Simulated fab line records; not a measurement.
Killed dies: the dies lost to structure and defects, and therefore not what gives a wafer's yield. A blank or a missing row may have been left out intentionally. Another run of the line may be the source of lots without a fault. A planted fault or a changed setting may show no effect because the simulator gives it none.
fab line records :: flow nand_harc
record
  lots=6
  wafers=17
  last_day=24
route steps=1159 shown P_BONDPAD@385 A_START@389 A_ZERO_WELL@390
lots that met no fault: taken from a fault-free run of the same line
start_h: hours from the record's opening day to when the first of the lot's shown wafers began :: wait_h: time in hours since the lot's previous step :: " same as the row above :: L1.1+2: several wafers, shown together as one row :: - no value, or no start given :: * or withheld: withheld :: < > ~ a bound
route shown NAME@n: names a module that has steps shown in the file, with the first one's number in the route :: usual: mean and standard deviation over wafers with no fault :: same: alike in all rows :: chamber/n: place in a boat :: sites: per-site readings :: _std_site: the standard deviation of these :: _edge_site: the outer-site mean with the inner-site mean subtracted :: radius_mm: how far each site lies from the wafer's centre :: mask NAME#n: copy n :: behind: the tool/chamber that last shaped the wafer :: hold: reason for holding the lot/hours on hold/outcome of the hold :: device: the n, p or np transistor that did not switch :: end of line: the route-end tests of the same wafers :: a step without rows: its recipe alone :: killed: count of dies lost to structure and defects at first sort (not the wafer's yield) :: map: a wafer's dies, x killed, . not, _ none there
set.NAME: the setting as run; set.NAME@STEP: as run at that earlier step :: model.NAME: the simulator's own value behind a step, which no gauge read
certain route steps with their lots: each step a table, each wafer a row
services: when a tool's chamber went out of use (start_h, in hours from the record's first day, below 0 if earlier), for how many hours, and the reason
## steps
# step NHARC_P_BONDPAD_INSPECT_23
# usual
  raw_defect_count=335/140
lot.wafer: L967.1
tool: defect_inspect-02
chamber: -
start_h: 149.11
wait_h: 0.0
raw_defect_count: 209

lot.wafer: L967.2
tool: defect_inspect-02
chamber: -
start_h: 149.11
wait_h: 0.0
raw_defect_count: 260

lot.wafer: L967.4
tool: defect_inspect-02
chamber: -
start_h: 149.11
wait_h: 0.0
raw_defect_count: 349

lot.wafer: L976.2
tool: defect_inspect-02
chamber: -
start_h: 211.39
wait_h: 0.0
raw_defect_count: 222

lot.wafer: L976.4
tool: defect_inspect-02
chamber: -
start_h: 211.39
wait_h: 0.0
raw_defect_count: 287

lot.wafer: L976.5
tool: defect_inspect-02
chamber: -
start_h: 211.39
wait_h: 0.0
raw_defect_count: 315

lot.wafer: L980.5
tool: defect_inspect-01
chamber: -
start_h: 219.85
wait_h: 0.0
raw_defect_count: 462

lot.wafer: L980.6
tool: defect_inspect-01
chamber: -
start_h: 219.85
wait_h: 0.0
raw_defect_count: 364

lot.wafer: L981.1
tool: defect_inspect-01
chamber: -
start_h: 221.30
wait_h: 0.0
raw_defect_count: 165

lot.wafer: L981.2
tool: defect_inspect-01
chamber: -
start_h: 221.30
wait_h: 0.0
raw_defect_count: 217

lot.wafer: L981.4
tool: defect_inspect-01
chamber: -
start_h: 221.30
wait_h: 0.0
raw_defect_count: 138

lot.wafer: L982.1
tool: defect_inspect-01
chamber: -
start_h: 242.68
wait_h: 0.0
raw_defect_count: 142

lot.wafer: L982.2
tool: defect_inspect-01
chamber: -
start_h: 242.68
wait_h: 0.0
raw_defect_count: 191

lot.wafer: L982.6
tool: defect_inspect-01
chamber: -
start_h: 242.68
wait_h: 0.0
raw_defect_count: 198

lot.wafer: L984.1
tool: defect_inspect-02
chamber: -
start_h: 243.46
wait_h: 0.0
raw_defect_count: 255

lot.wafer: L984.2
tool: defect_inspect-02
chamber: -
start_h: 243.46
wait_h: 0.0
raw_defect_count: 218

lot.wafer: L984.6
tool: defect_inspect-02
chamber: -
start_h: 243.46
wait_h: 0.0
raw_defect_count: 191
# step NHARC_P_BONDPAD_ACTIVATE_29
# recipe
  time_s=60
  n2_flow_sccm=200
  ar_flow_sccm=0
  bias_power_w=0
  chemistry=N2
# usual
  drypump_motor_current_A=5.6/0.4
  oes_product_au=0.997/0.0076
  rf_vpp_V=64.1/0.93
  showerhead_plenum_p_Torr=1.77/0.059
lot.wafer: L967.1
tool: rie_diel-13
chamber: 2
start_h: 149.17
wait_h: 0.1
drypump_motor_current_A: 5.3
oes_product_au: 1.009
rf_hours_counter_h: 4
rf_vpp_V: 63.5
showerhead_plenum_p_Torr: 1.69

lot.wafer: L967.2
tool: rie_diel-13
chamber: 3
start_h: 149.17
wait_h: 0.1
drypump_motor_current_A: 6.0
oes_product_au: 1.010
rf_hours_counter_h: 3
rf_vpp_V: 64.5
showerhead_plenum_p_Torr: 1.81

lot.wafer: L967.4
tool: rie_diel-13
chamber: 0
start_h: 149.17
wait_h: 0.1
drypump_motor_current_A: 5.5
oes_product_au: 0.986
rf_hours_counter_h: 4
rf_vpp_V: 65.2
showerhead_plenum_p_Torr: 1.81

lot.wafer: L976.4
tool: rie_diel-13
chamber: 0
start_h: 211.48
wait_h: 0.1
drypump_motor_current_A: 5.4
oes_product_au: 0.990
rf_hours_counter_h: 10
rf_vpp_V: 64.1
showerhead_plenum_p_Torr: 1.81

lot.wafer: L976.2
tool: rie_diel-13
chamber: 1
start_h: 211.48
wait_h: 0.1
drypump_motor_current_A: 5.8
oes_product_au: 1.002
rf_hours_counter_h: 11
rf_vpp_V: 64.7
showerhead_plenum_p_Torr: 1.80

lot.wafer: L976.5
tool: rie_diel-13
chamber: 2
start_h: 211.48
wait_h: 0.1
drypump_motor_current_A: 5.3
oes_product_au: 0.999
rf_hours_counter_h: -
rf_vpp_V: 62.7
showerhead_plenum_p_Torr: 1.68

lot.wafer: L980.5
tool: rie_diel-11
chamber: 3
start_h: 219.96
wait_h: 0.1
drypump_motor_current_A: 6.5
oes_product_au: 1.001
rf_hours_counter_h: -
rf_vpp_V: 63.7
showerhead_plenum_p_Torr: 1.66

lot.wafer: L980.6
tool: rie_diel-11
chamber: 0
start_h: 219.96
wait_h: 0.1
drypump_motor_current_A: 6.0
oes_product_au: 1.001
rf_hours_counter_h: -
rf_vpp_V: 62.7
showerhead_plenum_p_Torr: 1.82

lot.wafer: L981.1
tool: rie_diel-13
chamber: 1
start_h: 221.36
wait_h: 0.1
drypump_motor_current_A: 5.8
oes_product_au: 0.981
rf_hours_counter_h: 12
rf_vpp_V: 65.0
showerhead_plenum_p_Torr: 1.80

lot.wafer: L981.2
tool: rie_diel-13
chamber: 3
start_h: 221.36
wait_h: 0.1
drypump_motor_current_A: 6.0
oes_product_au: 1.000
rf_hours_counter_h: 9
rf_vpp_V: 64.6
showerhead_plenum_p_Torr: 1.81

lot.wafer: L981.4
tool: rie_diel-13
chamber: 0
start_h: 221.36
wait_h: 0.1
drypump_motor_current_A: 5.5
oes_product_au: 0.986
rf_hours_counter_h: 11
rf_vpp_V: 65.3
showerhead_plenum_p_Torr: 1.81

lot.wafer: L982.2
tool: rie_diel-11
chamber: 3
start_h: 242.77
wait_h: 0.1
drypump_motor_current_A: 6.5
oes_product_au: 0.991
rf_hours_counter_h: 15
rf_vpp_V: 63.3
showerhead_plenum_p_Torr: 1.66

lot.wafer: L982.1
tool: rie_diel-11
chamber: 0
start_h: 242.77
wait_h: 0.1
drypump_motor_current_A: 6.0
oes_product_au: 0.991
rf_hours_counter_h: 17
rf_vpp_V: 64.9
showerhead_plenum_p_Torr: 1.81

lot.wafer: L982.6
tool: rie_diel-11
chamber: 2
start_h: 242.77
wait_h: 0.1
drypump_motor_current_A: 5.8
oes_product_au: 0.987
rf_hours_counter_h: -
rf_vpp_V: 64.3
showerhead_plenum_p_Torr: 1.76

lot.wafer: L984.2
tool: rie_diel-13
chamber: 0
start_h: 243.53
wait_h: 0.1
drypump_motor_current_A: 5.4
oes_product_au: 0.995
rf_hours_counter_h: 14
rf_vpp_V: 64.3
showerhead_plenum_p_Torr: 1.81

lot.wafer: L984.1
tool: rie_diel-13
chamber: 3
start_h: 243.53
wait_h: 0.1
drypump_motor_current_A: 6.0
oes_product_au: 0.999
rf_hours_counter_h: 12
rf_vpp_V: 65.1
showerhead_plenum_p_Torr: 1.81

lot.wafer: L984.6
tool: rie_diel-13
chamber: 1
start_h: 243.53
wait_h: 0.1
drypump_motor_current_A: 5.8
oes_product_au: 0.987
rf_hours_counter_h: -
rf_vpp_V: 64.4
showerhead_plenum_p_Torr: 1.80
# step NHARC_P_BONDPAD_PRECLEAN_30
# recipe
  time_s=300
  temp_c=23
  chemistry=DIW
# step NHARC_P_BONDPAD_SRD_31
# recipe
  time_s=30
  temp_c=23
  dry_time_s=20
  spin_rpm=1500
# step NHARC_A_START_INSPECT_01
# usual
  raw_defect_count=3.5/1.7
lot.wafer: L967.1
tool: defect_inspect-01
chamber: -
start_h: 149.57
wait_h: -
raw_defect_count: 3

lot.wafer: L967.2
tool: defect_inspect-01
chamber: -
start_h: 149.57
wait_h: -
raw_defect_count: 2

lot.wafer: L967.4
tool: defect_inspect-01
chamber: -
start_h: 149.57
wait_h: -
raw_defect_count: 2

lot.wafer: L976.2
tool: defect_inspect-01
chamber: -
start_h: 211.86
wait_h: -
raw_defect_count: 3

lot.wafer: L976.4
tool: defect_inspect-01
chamber: -
start_h: 211.86
wait_h: -
raw_defect_count: 4

lot.wafer: L976.5
tool: defect_inspect-01
chamber: -
start_h: 211.86
wait_h: -
raw_defect_count: 3

lot.wafer: L980.5
tool: defect_inspect-02
chamber: -
start_h: 220.33
wait_h: -
raw_defect_count: 2

lot.wafer: L980.6
tool: defect_inspect-02
chamber: -
start_h: 220.33
wait_h: -
raw_defect_count: 5

lot.wafer: L981.1
tool: defect_inspect-02
chamber: -
start_h: 221.77
wait_h: -
raw_defect_count: 4

lot.wafer: L981.2
tool: defect_inspect-02
chamber: -
start_h: 221.77
wait_h: -
raw_defect_count: 3

lot.wafer: L981.4
tool: defect_inspect-02
chamber: -
start_h: 221.77
wait_h: -
raw_defect_count: 1

lot.wafer: L982.1
tool: defect_inspect-02
chamber: -
start_h: 243.16
wait_h: -
raw_defect_count: 2

lot.wafer: L982.2
tool: defect_inspect-02
chamber: -
start_h: 243.16
wait_h: -
raw_defect_count: 4

lot.wafer: L982.6
tool: defect_inspect-02
chamber: -
start_h: 243.16
wait_h: -
raw_defect_count: 3

lot.wafer: L984.1
tool: defect_inspect-02
chamber: -
start_h: 243.95
wait_h: -
raw_defect_count: 1

lot.wafer: L984.2
tool: defect_inspect-02
chamber: -
start_h: 243.95
wait_h: -
raw_defect_count: 2

lot.wafer: L984.6
tool: defect_inspect-02
chamber: -
start_h: 243.95
wait_h: -
raw_defect_count: 3
# step NHARC_A_ZERO_WELL_PRECLEAN_00
# recipe
  time_s=600
  temp_c=120
  chemistry=SPM
# step NHARC_A_ZERO_WELL_SRD_01
# step NHARC_A_ZERO_WELL_DEHYDRATE_02
# recipe
  temp_c=150
  time_s=120
# step NHARC_A_ZERO_WELL_HMDS_03
# recipe
  time_s=30
# step NHARC_A_ZERO_WELL_COAT_18
# recipe
  temp_c=200
  time_s=65
# step NHARC_A_ZERO_WELL_COAT_04
# recipe
  spin_rpm=2000
  resist_thk_nm=600
# step NHARC_A_ZERO_WELL_SOFTBAKE_05
# recipe
  temp_c=125
  time_s=70
# usual
  heater_power_total_W=200.9/1.3
  plate_temp_C=125.00/0.15
lot.wafer: L967.1
tool: litho_track-02
chamber: 0
start_h: 149
wait_h: -
heater_power_total_W: 200.1
plate_temp_C: 125.05

lot.wafer: L967.2
tool: litho_track-02
chamber: 0
start_h: 149
wait_h: -
heater_power_total_W: 202.6
plate_temp_C: 124.97

lot.wafer: L967.4
tool: litho_track-02
chamber: 0
start_h: 149
wait_h: -
heater_power_total_W: 200.4
plate_temp_C: 124.88

lot.wafer: L976.2
tool: litho_track-07
chamber: 0
start_h: 212
wait_h: -
heater_power_total_W: 199.2
plate_temp_C: 125.17

lot.wafer: L976.4
tool: litho_track-07
chamber: 0
start_h: 212
wait_h: -
heater_power_total_W: 199.4
plate_temp_C: 125.00

lot.wafer: L976.5
tool: litho_track-07
chamber: 0
start_h: 212
wait_h: -
heater_power_total_W: 199.9
plate_temp_C: 124.94

lot.wafer: L980.5
tool: litho_track-07
chamber: 0
start_h: 220
wait_h: -
heater_power_total_W: 207.9
plate_temp_C: -

lot.wafer: L980.6
tool: litho_track-07
chamber: 0
start_h: 220
wait_h: -
heater_power_total_W: 200.7
plate_temp_C: 125.08

lot.wafer: L981.1
tool: litho_track-07
chamber: 0
start_h: 222
wait_h: -
heater_power_total_W: 206.5
plate_temp_C: -

lot.wafer: L981.2
tool: litho_track-07
chamber: 0
start_h: 222
wait_h: -
heater_power_total_W: 199.7
plate_temp_C: 125.21

lot.wafer: L981.4
tool: litho_track-07
chamber: 0
start_h: 222
wait_h: -
heater_power_total_W: 200.7
plate_temp_C: 124.93

lot.wafer: L982.1
tool: litho_track-02
chamber: 0
start_h: 243
wait_h: -
heater_power_total_W: 202.5
plate_temp_C: 124.72

lot.wafer: L982.2
tool: litho_track-02
chamber: 0
start_h: 243
wait_h: -
heater_power_total_W: 200.6
plate_temp_C: 124.85

lot.wafer: L982.6
tool: litho_track-02
chamber: 0
start_h: 243
wait_h: -
heater_power_total_W: 199.4
plate_temp_C: 124.84

lot.wafer: L984.1
tool: litho_track-03
chamber: 0
start_h: 244
wait_h: -
heater_power_total_W: 201.7
plate_temp_C: 124.85

lot.wafer: L984.2
tool: litho_track-03
chamber: 0
start_h: 244
wait_h: -
heater_power_total_W: 202.7
plate_temp_C: 124.98

lot.wafer: L984.6
tool: litho_track-03
chamber: 0
start_h: 244
wait_h: -
heater_power_total_W: 202.6
plate_temp_C: 125.07
# step NHARC_A_ZERO_WELL_EBR_06
## services
tool: rie_diel-13
chamber: 0
start_h: 132.54
hours: -
kind: clean

tool: rie_diel-13
chamber: 1
start_h: 132.54
hours: -
kind: clean

tool: rie_diel-13
chamber: 2
start_h: 132.54
hours: -
kind: clean

tool: rie_diel-13
chamber: 3
start_h: 132.54
hours: -
kind: clean

tool: rie_diel-11
chamber: 1
start_h: 144.97
hours: 3.7
kind: repair

tool: rie_diel-13
chamber: 0
start_h: 157.04
hours: -
kind: clean

tool: rie_diel-13
chamber: 1
start_h: 157.04
hours: -
kind: clean

tool: rie_diel-13
chamber: 2
start_h: 157.04
hours: -
kind: clean

tool: rie_diel-13
chamber: 3
start_h: 157.04
hours: -
kind: clean

tool: litho_track-02
chamber: -
start_h: 165.00
hours: 7.0
kind: pm

tool: rie_diel-13
chamber: 0
start_h: 181.54
hours: -
kind: clean

tool: rie_diel-13
chamber: 1
start_h: 181.54
hours: -
kind: clean

tool: rie_diel-13
chamber: 2
start_h: 181.54
hours: -
kind: clean

tool: rie_diel-13
chamber: 3
start_h: 181.54
hours: -
kind: clean

tool: litho_track-07
chamber: -
start_h: 189.00
hours: 7.0
kind: pm

tool: rie_diel-11
chamber: -
start_h: 189.50
hours: 9.0
kind: pm

tool: rie_diel-13
chamber: 0
start_h: 206.04
hours: -
kind: clean

tool: rie_diel-13
chamber: 1
start_h: 206.04
hours: -
kind: clean

tool: rie_diel-13
chamber: 2
start_h: 206.04
hours: -
kind: clean

tool: rie_diel-13
chamber: 3
start_h: 206.04
hours: -
kind: clean

tool: litho_track-03
chamber: -
start_h: 213.00
hours: 7.0
kind: pm

tool: rie_diel-13
chamber: 0
start_h: 230.54
hours: -
kind: clean

tool: rie_diel-13
chamber: 1
start_h: 230.54
hours: -
kind: clean

tool: rie_diel-13
chamber: 2
start_h: 230.54
hours: -
kind: clean
## key
first_sign
  step=NHARC_A_ZERO_WELL_SOFTBAKE_05
  reading=heater_power_total_W
  direction=up
  sigmas=4.9
  usual=*
  struck=*
effect none on later readings
met_at NHARC_A_ZERO_WELL_SOFTBAKE_05
struck_wafers L980.5,L981.1
tester_left_out L980,L981
onset_between 212 220
fault
  kind=process_parameter_drift
  tool=litho_track-07
  chamber=-
  onset_h=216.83
  steps=NHARC_A_ZERO_WELL_SOFTBAKE_05
  channel=time_s
  offset=*
  shape=step
  end_h=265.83
  scope=struck_wafers_only
  acts_in=*
  stated=*
# tester_left_out: of these lots the tester's yield and bins aren't shown, on N5 and GAA mostly nor the transistor test; their killed dies are dies lost to structure and defects alone, not to doping, threshold or leakage, so they don't give the yield
